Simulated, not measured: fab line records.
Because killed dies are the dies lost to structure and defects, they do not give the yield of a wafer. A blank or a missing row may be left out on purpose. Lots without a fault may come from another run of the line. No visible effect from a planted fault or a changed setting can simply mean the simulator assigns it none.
Matching of chambers ; flow nandHarc ; NHARC_A_CONTACT_DESCUM_13 on rieDiel-04 has 4 sister chambers
The step chemistry O2, time 3 s. 4 wafers are shown with their chamber, then 12 later ones without.

== WAFERS PAIRED WITH THEIR CHAMBERS ==
wafer;chamber;showerheadPlenumPTorr (Torr)
L087.6;1;1.84
L091.2;3;1.81
L091.4;0;2.00
L091.5;2;1.78

== WAFERS MISSING THEIR CHAMBER ==
wafer;showerheadPlenumPTorr (Torr)
L090.2;1.84
L090.3;1.81
L090.6;1.81
L093.1;1.81
L093.2;1.84
L093.4;2.00
L096.2;1.77
L096.3;1.81
L096.5;1.81
L097.3;1.77
L097.5;1.99
L097.6;1.81

== WHICH CHAMBER EACH WENT THROUGH ==
wafer;from the rows above;in truth
L090.2;1;1
L090.3;3;3
L090.6;3;3
L093.1;3;3
L093.2;1;1
L093.4;0;0
L096.2;2;2
L096.3;3;3
L096.5;3;3
L097.3;2;2
L097.5;0;0
L097.6;3;3
12 of 12 placed correctly. From these rows, 0 cannot be placed. 0 placed wrongly.
How it was worked out, from the rows above alone: a wafer's distance from a chamber is the root of the sum, over the readings, of the square of ((its reading less the chamber's mean) divided by the reading's scatter). If the next closest chamber is less than 2 further off than the closest, the wafer can't be placed; otherwise it belongs to the closest. For every chamber, the mean is computed from those of its wafers that are shown. The scatter: with one shown wafer a chamber, the root of the mean of the squares of how far each hidden wafer lies from its nearest shown one.
